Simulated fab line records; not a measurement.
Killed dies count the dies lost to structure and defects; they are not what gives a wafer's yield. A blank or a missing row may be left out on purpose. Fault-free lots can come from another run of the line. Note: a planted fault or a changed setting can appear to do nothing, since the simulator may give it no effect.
One fault through the eyes of 3 desks    flow nand_harc    what lay behind the numbers comes last; until then each desk has only its own

== TOOL OWNER'S DESK, rie_diel-07 ==
The tool's own readings at NHARC_A_CHANNEL_HOLE_D1_ETCH_16 (etches the open film in O2/COS, target depth 3100 nm, time 806 s): means of the sampled wafers that have a number, for each lot that ran on this tool. Marked OUT: a lot whose mean sits more than 4 standard deviations from the usual mean, which makes it out of limits; the brackets give that distance.
Columns: A = drypump_motor_current_A at NHARC_A_CHANNEL_HOLE_D1_ETCH_16, usual 5.9 A; B = oes_product_au at NHARC_A_CHANNEL_HOLE_D1_ETCH_16, usual 1.002 a.u.; C = rf_vpp_V at NHARC_A_CHANNEL_HOLE_D1_ETCH_16, usual 313.7 V; D = showerhead_plenum_p_Torr at NHARC_A_CHANNEL_HOLE_D1_ETCH_16, usual 3.09 Torr; E = throttle_valve_pct at NHARC_A_CHANNEL_HOLE_D1_ETCH_16, usual 28.331 %
lot   first seen here  A    B                 C      D     E
L568  day 8 18:35      5.7  0.994             313.7  3.09  28.329
L571  day 10 00:19     6.2  0.991             314.5  3.15  28.324
L574  day 11 07:04     5.9  0.992             313.8  3.19  28.331
L575  day 12 00:22     6.0  0.950 (-6.0) OUT  314.5  3.13  28.329
L578  day 12 23:08     5.9  0.946 (-6.5) OUT  313.5  3.09  28.330
L585  day 15 23:53     5.9  1.006             313.6  3.09  28.329
L586  day 16 12:13     6.1  1.008             313.4  3.08  28.329
L587  day 16 23:31     6.1  1.012             313.9  3.10  28.338
L588  day 17 12:34     6.0  0.997             314.0  3.13  28.334
Finding of this desk: L575, L578 out of limits; the first was L575 at day 12 00:22, on oes_product_au at NHARC_A_CHANNEL_HOLE_D1_ETCH_16. Within limits: L568, L571, L574, L585, L586, L587, L588.

== FROM THE METROLOGY DESK ==
What the gauges read for every lot (on any tool): the sampled wafers with a number, averaged. Marked OUT: a lot whose mean sits more than 4 standard deviations from the usual mean, which makes it out of limits; the brackets give that distance.
Columns: A = overlay_x_nm at NHARC_A_CHANNEL_HOLE_D1_OVL_MEAS_11, usual -0.1 nm; B = overlay_y_nm at NHARC_A_CHANNEL_HOLE_D1_OVL_MEAS_11, usual 0.2 nm
lot   first seen here  A     B
L567  day 8 17:38      0.9   0.6
L568  day 8 17:53      -0.7  -0.1
L569  day 9 07:44      -0.9  0.2
L570  day 9 18:34      0.6   0.2
L571  day 9 23:38      -1.1  -0.7
L574  day 11 06:27     -0.7  -0.0
L575  day 11 23:41     -0.2  1.1
L578  day 12 22:31     -0.2  0.5
L585  day 15 23:13     0.6   2.0
L586  day 16 11:26     -0.6  0.7
L587  day 16 22:53     -0.7  -0.5
L588  day 17 11:56     -0.7  -0.3
This desk's verdict: no lot among the 12 shows anything out of limits.

== THE DEFECT DESK ==
What the inspections along the route counted, lot by lot: means of the sampled wafers that have a number. Marked OUT: a lot whose mean sits more than 4 standard deviations from the usual mean, which makes it out of limits; the brackets give that distance.
Columns: A = raw_defect_count at NHARC_A_CHANNEL_HOLE_D1_INSPECT_12, usual 5.6
lot   first seen here  A
L567  day 8 17:40      4.3
L568  day 8 17:56      9.7
L569  day 9 07:46      5.7
L570  day 9 18:36      5.0
L571  day 9 23:40      3.7
L574  day 11 06:29     4.3
L575  day 11 23:43     6.0
L578  day 12 22:33     6.7
L585  day 15 23:15     6.7
L586  day 16 11:29     9.7
L587  day 16 22:56     6.3
L588  day 17 11:59     5.7
This desk's verdict: no lot among the 12 shows anything out of limits.

== PUT TOGETHER ==
At day 12 00:22, on L575, L578, the tool owner's desk was in a position to raise an alarm.
The metrology desk saw nothing out of limits.
The defect desk saw nothing out of limits.
The metrology desk holds a record of L575, L578, inside its limits.
The defect desk has L575, L578 on record, within its limits.
Of the lots named, all ran NHARC_A_CHANNEL_HOLE_D1_ETCH_16 on rie_diel-07.

== WHAT WAS PUT IN BY THE SIMULATOR ==
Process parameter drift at NHARC_A_CHANNEL_HOLE_D1_ETCH_16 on rie_diel-07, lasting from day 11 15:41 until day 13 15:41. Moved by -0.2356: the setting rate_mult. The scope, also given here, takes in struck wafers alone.
Lots struck among those shown: L575, L578.
Each desk's first reading out of limits, in hours after the fault started: the tool owner's desk, 9.
